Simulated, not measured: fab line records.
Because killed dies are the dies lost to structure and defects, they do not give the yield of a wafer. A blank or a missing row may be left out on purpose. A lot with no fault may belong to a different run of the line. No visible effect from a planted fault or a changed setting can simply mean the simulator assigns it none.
Chamber matching / flow nand_harc / rie_diel-08 running NHARC_A_M0_STRIP_18: 4 sister chambers
The step strips in N2/H2. 22 wafers are shown with their chamber, then 11 later ones without.

== WAFERS WITH THEIR CHAMBER ==
wafer=L077.1; chamber=2; drypump_motor_current_A (A)=5.6; showerhead_plenum_p_Torr (Torr)=2.13; rf_vpp_V (V)=90.6
wafer=L077.3; chamber=3; drypump_motor_current_A (A)=5.8; showerhead_plenum_p_Torr (Torr)=2.01; rf_vpp_V (V)=89.7
wafer=L077.5; chamber=0; drypump_motor_current_A (A)=6.4; showerhead_plenum_p_Torr (Torr)=2.04; rf_vpp_V (V)=90.5
wafer=L080.4; chamber=3; drypump_motor_current_A (A)=5.8; showerhead_plenum_p_Torr (Torr)=2.01; rf_vpp_V (V)=91.3
wafer=L080.5; chamber=0; drypump_motor_current_A (A)=6.4; showerhead_plenum_p_Torr (Torr)=2.04; rf_vpp_V (V)=89.2
wafer=L080.6; chamber=2; drypump_motor_current_A (A)=5.6; showerhead_plenum_p_Torr (Torr)=2.13; rf_vpp_V (V)=92.0
wafer=L081.1; chamber=3; drypump_motor_current_A (A)=5.8; showerhead_plenum_p_Torr (Torr)=2.01; rf_vpp_V (V)=90.7
wafer=L081.3; chamber=2; drypump_motor_current_A (A)=5.6; showerhead_plenum_p_Torr (Torr)=2.13; rf_vpp_V (V)=92.3
wafer=L081.6; chamber=3; drypump_motor_current_A (A)=5.8; showerhead_plenum_p_Torr (Torr)=2.01; rf_vpp_V (V)=90.2
wafer=L082.1; chamber=2; drypump_motor_current_A (A)=5.6; showerhead_plenum_p_Torr (Torr)=2.13; rf_vpp_V (V)=91.2
wafer=L082.2; chamber=3; drypump_motor_current_A (A)=5.8; showerhead_plenum_p_Torr (Torr)=2.01; rf_vpp_V (V)=90.9
wafer=L082.4; chamber=0; drypump_motor_current_A (A)=6.4; showerhead_plenum_p_Torr (Torr)=2.03; rf_vpp_V (V)=90.4
wafer=L084.1; chamber=0; drypump_motor_current_A (A)=6.4; showerhead_plenum_p_Torr (Torr)=2.03; rf_vpp_V (V)=91.7
wafer=L084.2; chamber=3; drypump_motor_current_A (A)=5.8; showerhead_plenum_p_Torr (Torr)=2.01; rf_vpp_V (V)=89.8
wafer=L084.3; chamber=2; drypump_motor_current_A (A)=5.6; showerhead_plenum_p_Torr (Torr)=2.13; rf_vpp_V (V)=90.4
wafer=L083.1; chamber=2; drypump_motor_current_A (A)=5.6; showerhead_plenum_p_Torr (Torr)=2.13; rf_vpp_V (V)=92.3
wafer=L083.2; chamber=3; drypump_motor_current_A (A)=5.8; showerhead_plenum_p_Torr (Torr)=2.01; rf_vpp_V (V)=89.3
wafer=L083.3; chamber=1; drypump_motor_current_A (A)=5.0; showerhead_plenum_p_Torr (Torr)=2.00; rf_vpp_V (V)=89.7
wafer=L085.1; chamber=0; drypump_motor_current_A (A)=6.3; showerhead_plenum_p_Torr (Torr)=2.03; rf_vpp_V (V)=90.0
wafer=L085.2; chamber=2; drypump_motor_current_A (A)=5.6; showerhead_plenum_p_Torr (Torr)=2.13; rf_vpp_V (V)=90.6
wafer=L085.5; chamber=3; drypump_motor_current_A (A)=5.8; showerhead_plenum_p_Torr (Torr)=2.01; rf_vpp_V (V)=91.2
wafer=L088.1; chamber=2; drypump_motor_current_A (A)=5.6; showerhead_plenum_p_Torr (Torr)=2.13; rf_vpp_V (V)=92.6

SIGNATURES (averages over the wafers above)
reading=drypump_motor_current_A; chamber 0=6.380; chamber 1=5.000; chamber 2=5.600; chamber 3=5.800; scatter within a chamber=0.0211
reading=showerhead_plenum_p_Torr; chamber 0=2.0340; chamber 1=2.0000; chamber 2=2.1300; chamber 3=2.0100; scatter within a chamber=0.00258
reading=rf_vpp_V; chamber 0=90.360; chamber 1=89.700; chamber 2=91.500; chamber 3=90.388; scatter within a chamber=0.845
Rule: a wafer lies at a distance from a chamber equal to the root of the sum of squares, over the readings, of (its reading less the chamber's mean, divided by the reading's scatter). If the next closest chamber is less than 2 further off than the closest, the wafer can't be placed; otherwise it belongs to the closest. The scatter: the root of (the sum of the squares of (reading less its chamber's mean) over the shown wafers, divided by (wafers less chambers)).

== WAFERS WHOSE CHAMBER IS MISSING ==
wafer=L088.5; drypump_motor_current_A (A)=5.6; showerhead_plenum_p_Torr (Torr)=2.13; rf_vpp_V (V)=91.4
wafer=L088.6; drypump_motor_current_A (A)=5.8; showerhead_plenum_p_Torr (Torr)=2.01; rf_vpp_V (V)=91.2
wafer=L093.2; drypump_motor_current_A (A)=5.8; showerhead_plenum_p_Torr (Torr)=2.01; rf_vpp_V (V)=91.6
wafer=L093.3; drypump_motor_current_A (A)=5.6; showerhead_plenum_p_Torr (Torr)=2.13; rf_vpp_V (V)=91.0
wafer=L093.6; drypump_motor_current_A (A)=5.0; showerhead_plenum_p_Torr (Torr)=2.00; rf_vpp_V (V)=91.4
wafer=L096.2; drypump_motor_current_A (A)=6.4; showerhead_plenum_p_Torr (Torr)=2.03; rf_vpp_V (V)=90.9
wafer=L096.4; drypump_motor_current_A (A)=5.7; showerhead_plenum_p_Torr (Torr)=2.01; rf_vpp_V (V)=89.6
wafer=L096.5; drypump_motor_current_A (A)=6.4; showerhead_plenum_p_Torr (Torr)=2.03; rf_vpp_V (V)=90.6
wafer=L097.1; drypump_motor_current_A (A)=5.8; showerhead_plenum_p_Torr (Torr)=2.01; rf_vpp_V (V)=91.6
wafer=L097.2; drypump_motor_current_A (A)=5.0; showerhead_plenum_p_Torr (Torr)=2.00; rf_vpp_V (V)=90.2
wafer=L097.3; drypump_motor_current_A (A)=6.4; showerhead_plenum_p_Torr (Torr)=2.03; rf_vpp_V (V)=91.3

== THE CHAMBER EACH PASSED THROUGH ==
wafer=L088.5; from the rows above=2; in truth=2
wafer=L088.6; from the rows above=3; in truth=3
wafer=L093.2; from the rows above=3; in truth=3
wafer=L093.3; from the rows above=2; in truth=2
wafer=L093.6; from the rows above=1; in truth=1
wafer=L096.2; from the rows above=0; in truth=0
wafer=L096.4; from the rows above=3; in truth=3
wafer=L096.5; from the rows above=0; in truth=0
wafer=L097.1; from the rows above=3; in truth=3
wafer=L097.2; from the rows above=1; in truth=1
wafer=L097.3; from the rows above=0; in truth=0
11 of 11 placed correctly. Left unplaced by these rows: 0. Number placed wrongly: 0.
